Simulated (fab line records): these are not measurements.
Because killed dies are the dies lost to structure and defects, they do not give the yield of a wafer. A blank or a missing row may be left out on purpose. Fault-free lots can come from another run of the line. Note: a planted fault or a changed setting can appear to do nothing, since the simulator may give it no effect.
What tool caused it? -- flow n5Finfet -- Sampling: 24 lots, 72 wafers, 6 of 1938 route steps

== WHAT THE GAUGES READ, wafer by wafer ==
N5_BEOL_M7_CD_MEAS_35: target cd 40 nm. Usual: 40.0 nm for cdNm, sd 0.51.
lot,measured,on,cdNm (nm),flag
L074,day 9 01:36,cdSem-01,40.1 39.3 40.4,
L075,day 9 13:50,cdSem-02,39.5 39.7 40.0,
L076,day 9 21:01,cdSem-02,39.1 39.7 39.6,
L077,day 10 02:48,cdSem-01,40.2 40.8 40.7,
L078,day 10 06:53,cdSem-01,39.4 40.8 41.1,
L079,day 10 15:40,cdSem-01,40.5 40.2 40.2,
L080,day 10 21:50,cdSem-02,39.6 39.8 40.1,
L081,day 11 02:34,cdSem-03,39.6 39.9 40.1,
L084,day 11 04:57,cdSem-03,39.6 40.2 40.4,
L082,day 11 09:06,cdSem-02,40.0 40.6 39.6,
L083,day 11 19:05,cdSem-01,40.2 40.0 39.5,
L086,day 12 03:59,cdSem-01,39.6 39.4 39.9,
L085,day 12 04:23,cdSem-01,40.1 39.8 40.1,
L087,day 12 18:31,cdSem-03,39.6 39.5 40.3,
L088,day 12 21:24,cdSem-02,39.2 38.9 39.7,
L090,day 13 02:32,cdSem-03,39.6 39.8 39.4,
L089,day 13 02:41,cdSem-01,39.9 39.5 39.6,
L091,day 15 07:53,cdSem-01,40.3 41.1 40.3,
L092,day 13 16:25,cdSem-03,39.6 40.7 39.6,
L095,day 13 23:59,cdSem-02,40.3 39.7 39.7,
L093,day 14 04:00,cdSem-02,39.6 39.3 39.6,
L094,day 14 10:11,cdSem-02,39.6 39.9 39.3,
L096,day 14 14:20,cdSem-01,40.3 40.5 40.4,
L097,day 14 20:20,cdSem-01,40.6 41.2 41.6,

N5_BEOL_M7_INSPECT_58: inspects for defects (darkfield). Usual: 71 for rawDefectCount, sd 21.
lot,measured,on,rawDefectCount,flag
L074,day 9 04:19,defectInspect-02,59 75 45,
L075,day 9 16:20,defectInspect-01,95 61 52,
L076,day 10 00:25,defectInspect-01,70 77 101,
L077,day 10 05:16,defectInspect-01,59 90 73,
L078,day 10 10:48,defectInspect-01,67 87 56,
L079,day 10 18:10,defectInspect-01,68 61 58,
L080,day 10 23:56,defectInspect-01,138 50 100,
L081,day 11 05:58,defectInspect-01,47 56 56,
L084,day 11 07:08,defectInspect-01,65 74 63,
L082,day 11 13:10,defectInspect-02,73 113 68,
L083,day 11 21:14,defectInspect-02,94 59 72,
L086,day 12 06:30,defectInspect-01,71 107 72,
L085,day 12 06:49,defectInspect-01,45 59 75,
L087,day 12 21:44,defectInspect-02,66 71 65,
L088,day 13 01:06,defectInspect-01,61 51 42,
L090,day 13 05:18,defectInspect-02,97 72 83,
L089,day 13 06:01,defectInspect-02,88 106 84,
L091,day 15 10:41,defectInspect-01,82 53 93,
L092,day 13 18:40,defectInspect-01,80 67 58,
L095,day 14 01:59,defectInspect-02,32 43 46,
L093,day 14 07:20,defectInspect-01,72 53 70,
L094,day 14 13:49,defectInspect-02,86 83 70,
L096,day 14 17:10,defectInspect-01,101 66 68,
L097,day 14 22:45,defectInspect-01,77 57 41,

N5_BEOL_M8_CD_MEAS_11: target cd 38.5 nm. Usual: 38.5 nm for cdNm, sd 0.4.
lot,measured,on,cdNm (nm),flag
L074,day 9 06:35,cdSem-03,37.7 38.3 38.0,
L075,day 9 19:17,cdSem-02,38.3 37.8 38.5,
L076,day 10 02:50,cdSem-03,38.3 38.6 38.6,
L077,day 10 07:38,cdSem-01,39.0 39.3 39.1,
L078,day 10 13:45,cdSem-01,38.6 38.7 38.1,
L079,day 10 22:02,cdSem-03,38.2 38.3 39.5,
L080,day 11 01:56,cdSem-02,38.6 38.4 38.8,
L081,day 11 08:08,cdSem-03,38.0 38.2 38.0,
L084,day 11 08:49,cdSem-01,39.2 38.5 38.4,
L082,day 11 14:34,cdSem-01,38.6 38.2 38.8,
L083,day 11 22:58,cdSem-01,37.8 37.7 38.4,
L086,day 12 09:24,cdSem-02,39.0 38.7 38.9,
L085,day 12 09:38,cdSem-03,38.7 39.0 38.7,
L087,day 13 00:43,cdSem-01,38.7 38.1 38.5,
L088,day 13 02:35,cdSem-01,39.1 38.4 38.1,
L090,day 13 08:53,cdSem-02,38.0 38.2 38.1,
L089,day 13 09:06,cdSem-02,38.3 37.8 38.4,
L091,day 15 12:43,cdSem-03,38.3 38.2 38.0,
L092,day 13 20:22,cdSem-02,38.9 38.5 38.1,
L095,day 14 03:46,cdSem-02,38.1 39.0 38.8,
L093,day 14 08:32,cdSem-03,38.9 38.6 38.7,
L094,day 14 15:39,cdSem-01,38.4 38.2 38.6,
L096,day 14 20:16,cdSem-02,39.0 38.5 38.6,
L097,day 15 00:17,cdSem-01,38.9 38.5 38.6,

== WHICH TOOL RAN EACH LOT (tool, then ch and the chambers of the sampled wafers, then the start) ==
lot,N5_BEOL_M7_ETCH_65,N5_BEOL_M7_STRIP_36,N5_BEOL_M8_PECVD_70
L074,"rieDiel-05 ch 0,1,2, day 9 01:04","rieDiel-05 ch 0,1,2, day 9 01:15","pecvd-03 ch 0,2, day 9 04:58"
L075,"rieDiel-04 ch 0,1,2, day 9 13:19","rieDiel-04 ch 0,1,2, day 9 13:29","pecvd-02 ch 0,1, day 9 17:01"
L076,"rieDiel-04 ch 1,2, day 9 20:29","rieDiel-04 ch 1,2, day 9 20:40","pecvd-01 ch 0,1,2, day 10 01:05"
L077,"rieDiel-05 ch 0,1, day 10 02:10","rieDiel-05 ch 0,1, day 10 02:21","pecvd-02 ch 0,1, day 10 05:58"
L078,"rieDiel-05 ch 0,2,3, day 10 06:21","rieDiel-05 ch 0,2,3, day 10 06:32","pecvd-01 ch 0,1,2, day 10 11:27"
L079,"rieDiel-03 ch 0,2,3, day 10 15:01","rieDiel-03 ch 0,2,3, day 10 15:12","pecvd-03 ch 0,1, day 10 18:49"
L080,"rieDiel-05 ch 1,2,3, day 10 21:18","rieDiel-05 ch 1,2,3, day 10 21:29","pecvd-03 ch 0,1, day 11 00:35"
L081,"rieDiel-04 ch 0,1,3, day 11 02:02","rieDiel-04 ch 0,1,3, day 11 02:13","pecvd-01 ch 0,1,2, day 11 06:38"
L084,"rieDiel-04 ch 1,3, day 11 04:25","rieDiel-04 ch 1,3, day 11 04:36","pecvd-02 ch 1,2, day 11 07:47"
L082,"rieDiel-04 ch 0,2,3, day 11 08:34","rieDiel-04 ch 0,2,3, day 11 08:45","pecvd-03 ch 0,2, day 11 13:49"
L083,"rieDiel-04 ch 0,1, day 11 18:34","rieDiel-04 ch 0,1, day 11 18:44","pecvd-01 ch 0,2, day 11 22:01"
L086,"rieDiel-03 ch 0,2,3, day 12 03:28","rieDiel-03 ch 0,2,3, day 12 03:38","pecvd-02 ch 0,1,2, day 12 07:09"
L085,"rieDiel-03 ch 0,1,3, day 12 03:52","rieDiel-03 ch 0,1,3, day 12 04:02","pecvd-03 ch 0,2, day 12 07:28"
L087,"rieDiel-03 ch 1,3, day 12 17:48","rieDiel-03 ch 1,3, day 12 18:10","pecvd-01 ch 0,2, day 12 22:23"
L088,"rieDiel-05 ch 1,2, day 12 20:52","rieDiel-05 ch 1,2, day 12 21:03","pecvd-01 ch 0,1, day 13 01:45"
L090,"rieDiel-05 ch 0,1,2, day 13 01:59","rieDiel-05 ch 0,1,2, day 13 02:10","pecvd-03 ch 0,1,2, day 13 05:57"
L089,"rieDiel-03 ch 0,1,3, day 13 02:09","rieDiel-03 ch 0,1,3, day 13 02:20","pecvd-03 ch 0,2, day 13 06:40"
L091,"rieDiel-04 ch 0,3, day 13 09:01","rieDiel-04 ch 0,3, day 13 09:12","pecvd-03 ch 0,2, day 15 11:20"
L092,"rieDiel-05 ch 0,3, day 13 15:53","rieDiel-05 ch 0,3, day 13 16:04","pecvd-02 ch 0,1,2, day 13 19:20"
L095,"rieDiel-03 ch 0,1,3, day 13 23:27","rieDiel-03 ch 0,1,3, day 13 23:38","pecvd-02 ch 0,1,2, day 14 02:38"
L093,"rieDiel-05 ch 0,1,2, day 14 03:28","rieDiel-05 ch 0,1,2, day 14 03:39","pecvd-01 ch 0,1,2, day 14 07:59"
L094,"rieDiel-03 ch 1,2,3, day 14 09:40","rieDiel-03 ch 1,2,3, day 14 09:50","pecvd-02 ch 0,1, day 14 14:43"
L096,"rieDiel-05 ch 0,2,3, day 14 13:48","rieDiel-05 ch 0,2,3, day 14 13:59","pecvd-01 ch 0,1, day 14 18:19"
L097,"rieDiel-05 ch 1,2,3, day 14 19:47","rieDiel-05 ch 1,2,3, day 14 19:59","pecvd-03 ch 0,1, day 14 23:26"
- N5_BEOL_M7_ETCH_65: etches SiARC in CF4, target depth 15.6 nm, time 26 s.
- N5_BEOL_M7_STRIP_36: strips in N2/H2.
- N5_BEOL_M8_PECVD_70: deposits SiO2 from TEOS/O2, target thk 20 nm, time 22.7 s.

== WHAT THE TOOLS THEMSELVES READ (means of the sampled wafers that have a number; where no wafer has one, the mark that the record gives instead) ==
N5_BEOL_M7_ETCH_65. Usual: drypumpMotorCurrentA 5.7 A, standard deviation 0.46; etchRfOnTimeS 25.8 s, standard deviation 0.46; oesProductAu 0.68 a.u., standard deviation 0.061; rfVppV 184.1 V, standard deviation 1.2; showerheadPlenumPTorr 2.15 Torr, standard deviation 0.078; throttleValvePct 15.61 %, standard deviation 0.19.
lot,tool,drypumpMotorCurrentA (A),etchRfOnTimeS (s),oesProductAu (a.u.),rfVppV (V),showerheadPlenumPTorr (Torr),throttleValvePct (%),flag
L074,rieDiel-05,5.7,25.6,0.73,184.2,2.20,15.52,
L075,rieDiel-04,5.5,25.7,0.66,184.0,2.15,15.64,
L076,rieDiel-04,5.2,25.8,0.68,183.9,2.13,15.74,
L077,rieDiel-05,5.6,25.2,0.74,184.3,2.20,15.50,
L078,rieDiel-05,5.7,25.7,0.68,184.0,2.15,15.62,
L079,rieDiel-03,5.9,25.7,0.71,185.4,2.20,15.65,
L080,rieDiel-05,5.4,25.9,0.68,184.8,2.20,15.50,
L081,rieDiel-04,5.9,25.7,0.65,183.6,2.09,15.70,
L084,rieDiel-04,5.8,25.6,0.65,182.7,2.06,15.71,
L082,rieDiel-04,5.7,25.8,0.62,183.6,2.13,15.59,
L083,rieDiel-04,5.9,26.4,0.63,183.4,2.11,15.70,
L086,rieDiel-03,5.9,26.1,0.69,184.4,2.19,15.66,
L085,rieDiel-03,5.8,26.0,0.66,184.3,2.14,15.74,
L087,rieDiel-03,6.0,26.0,0.66,184.2,2.11,15.69,
L088,rieDiel-05,5.3,25.9,0.71,185.3,2.25,15.45,
L090,rieDiel-05,5.7,25.4,0.71,184.5,2.19,15.58,
L089,rieDiel-03,5.8,25.8,0.66,184.5,2.14,15.75,
L091,rieDiel-04,6.2,26.0,0.61,183.3,2.10,15.63,
L092,rieDiel-05,5.7,25.9,0.77,183.2,2.10,15.40,
L095,rieDiel-03,5.8,26.0,0.64,183.8,2.14,15.77,
L093,rieDiel-05,5.7,25.7,0.70,185.3,2.18,15.62,
L094,rieDiel-03,6.0,26.0,0.67,184.2,2.15,15.66,
L096,rieDiel-05,5.7,26.2,0.71,184.0,2.14,15.53,
L097,rieDiel-05,5.3,25.8,0.72,184.9,2.19,15.41,

N5_BEOL_M7_STRIP_36. Usual: drypumpMotorCurrentA 5.7 A, standard deviation 0.46; oesProductAu 0.80 a.u., standard deviation 0.071; rfVppV 59.2 V, standard deviation 1.5; showerheadPlenumPTorr 2.55 Torr, standard deviation 0.1; throttleValvePct 23.7 %, standard deviation 0.31.
lot,tool,drypumpMotorCurrentA (A),oesProductAu (a.u.),rfVppV (V),showerheadPlenumPTorr (Torr),throttleValvePct (%),flag
L074,rieDiel-05,5.7,0.87,59.2,2.62,23.8,
L075,rieDiel-04,5.5,0.77,58.7,2.54,23.7,
L076,rieDiel-04,5.2,0.81,58.8,2.52,23.9,
L077,rieDiel-05,5.6,0.86,58.6,2.62,23.7,
L078,rieDiel-05,5.7,0.79,58.7,2.55,23.8,
L079,rieDiel-03,5.8,0.83,58.6,2.60,23.6,
L080,rieDiel-05,5.4,0.79,59.3,2.62,23.6,
L081,rieDiel-04,5.9,0.76,58.9,2.47,23.8,
L084,rieDiel-04,5.8,0.75,60.0,2.43,23.8,
L082,rieDiel-04,5.7,0.73,59.5,2.52,23.5,
L083,rieDiel-04,6.0,0.76,59.4,2.50,23.7,
L086,rieDiel-03,5.9,0.82,58.3,2.60,23.6,
L085,rieDiel-03,5.8,0.78,57.2,2.54,23.7,
L087,rieDiel-03,6.0,0.77,59.0,2.49,23.7,
L088,rieDiel-05,5.4,0.83,59.3,2.67,23.6,
L090,rieDiel-05,5.7,0.83,58.1,2.60,23.8,
L089,rieDiel-03,5.8,0.76,59.5,2.54,23.7,
L091,rieDiel-04,6.2,0.72,59.1,2.48,23.5,
L092,rieDiel-05,5.7,0.90,58.7,2.48,23.5,
L095,rieDiel-03,5.8,0.77,59.4,2.53,23.8,
L093,rieDiel-05,5.8,0.81,59.9,2.60,23.9,
L094,rieDiel-03,6.1,0.78,61.0,2.55,23.6,
L096,rieDiel-05,5.7,0.85,59.0,2.54,23.7,
L097,rieDiel-05,5.4,0.85,59.9,2.60,23.5,

N5_BEOL_M8_PECVD_70. Usual: heaterPowerW 703 W, standard deviation 83; showerheadPlenumPTorr 8.78 Torr, standard deviation 0.078; throttleValvePct 22.5 %, standard deviation 1.1.
lot,tool,heaterPowerW (W),showerheadPlenumPTorr (Torr),throttleValvePct (%),flag
L074,pecvd-03,808,8.80,22.2,
L075,pecvd-02,640,8.81,23.2,
L076,pecvd-01,647,8.77,22.2,
L077,pecvd-02,758,8.75,23.1,
L078,pecvd-01,625,8.80,22.1,
L079,pecvd-03,754,8.82,24.0,
L080,pecvd-03,811,8.82,23.6,
L081,pecvd-01,651,8.78,22.1,
L084,pecvd-02,671,8.82,22.6,
L082,pecvd-03,845,8.79,22.2,
L083,pecvd-01,694,8.71,21.7,
L086,pecvd-02,661,8.75,22.5,
L085,pecvd-03,693,8.75,21.7,
L087,pecvd-01,674,8.71,21.7,
L088,pecvd-01,655,8.79,22.5,
L090,pecvd-03,737,8.78,22.7,
L089,pecvd-03,822,8.75,21.8,
L091,pecvd-03,807,8.75,21.7,
L092,pecvd-02,659,8.75,22.6,
L095,pecvd-02,665,8.74,22.6,
L093,pecvd-01,669,8.78,22.3,
L094,pecvd-02,720,8.81,23.5,
L096,pecvd-01,661,8.80,22.3,
L097,pecvd-03,755,8.81,24.1,

== THE ANSWER, worked out from the rows above alone ==
Rule: a lot counts as off when the mean over its wafers that have a number is more than 3 standard deviations away from the usual mean. A lot without any number at a reading at which 4 lots or more have one is off too. Any other lot the step has rows for is counted as sound. The gauges are gone through in route order, then the tools' own readings, and for those a lot's mean is taken as printed above. At the first step where some lot is off, the reading lying furthest off is the one used; lots without a number count as furthest.
Nothing can be told from this: no lot is off at any reading shown.

== WHAT HAD BEEN PUT IN BY THE SIMULATOR ==
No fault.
